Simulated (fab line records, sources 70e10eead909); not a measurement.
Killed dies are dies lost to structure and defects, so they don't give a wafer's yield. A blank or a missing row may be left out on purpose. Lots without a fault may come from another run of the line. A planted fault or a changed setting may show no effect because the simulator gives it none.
Chamber matching | flow nand_harc | NHARC_A_M1_PRE_CLEAN_32 on pecvd-04: 3 sister chambers
The step time 12 s. 14 wafers are shown with their chamber, then 7 later ones without.

WAFERS WITH THEIR CHAMBER
wafer  | chamber | heater_power_w (W) | rf_fwd_power_W (W)
L417.1 | 1       | 713                | 291.1
L417.4 | 1       | 692                | 292.1
L417.6 | 0       | 756                | 292.7
L418.3 | 2       | 562                | 292.8
L418.4 | 0       | 748                | 293.0
L418.6 | 2       | 547                | 294.0
L422.1 | 0       | 720                | 291.9
L422.5 | 2       | 567                | 293.1
L422.6 | 1       | 648                | 293.6
L424.1 | 0       | 695                | 292.0
L424.5 | 1       | 616                | 292.5
L424.6 | 2       | 605                | 292.8
L437.1 | 1       | 640                | 293.0
L437.2 | 0       | 648                | 291.5

SIGNATURES (means of the wafers above)
reading        | chamber 0 | chamber 1 | chamber 2 | scatter within a chamber
heater_power_w | 713.40    | 661.80    | 570.25    | 37.9
rf_fwd_power_W | 292.220   | 292.460   | 293.175   | 0.741
Rule: a wafer's distance from a chamber is the root of the sum, over the readings, of the square of ((its reading less the chamber's mean) divided by the reading's scatter). The wafer belongs to the nearest chamber; if the next one is less than 2 further off, it can't be placed. The scatter: the root of (the sum of the squares of (reading less its chamber's mean) over the shown wafers, divided by (wafers less chambers)).

WAFERS WITHOUT THEIR CHAMBER
wafer  | heater_power_w (W) | rf_fwd_power_W (W)
L437.5 | 656                | 292.4
L439.1 | 578                | 291.4
L439.4 | 707                | 292.1
L439.6 | 724                | 292.0
L440.3 | 634                | 294.4
L440.4 | 679                | 293.3
L440.5 | 726                | 293.6

WHICH CHAMBER EACH WENT THROUGH
wafer  | from the rows above          | in truth
L437.5 | can't be placed: 1 or 0      | 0
L439.1 | can't be placed: 2 or 1 or 0 | 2
L439.4 | can't be placed: 0 or 1      | 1
L439.6 | can't be placed: 0 or 1      | 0
L440.3 | can't be placed: 2 or 1 or 0 | 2
L440.4 | can't be placed: 1 or 0 or 2 | 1
L440.5 | can't be placed: 0 or 1      | 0
Placed correctly: 0 of 7. Can't be placed from these rows: 7 (the true chamber is among the candidates in 7). Placed wrongly: 0.
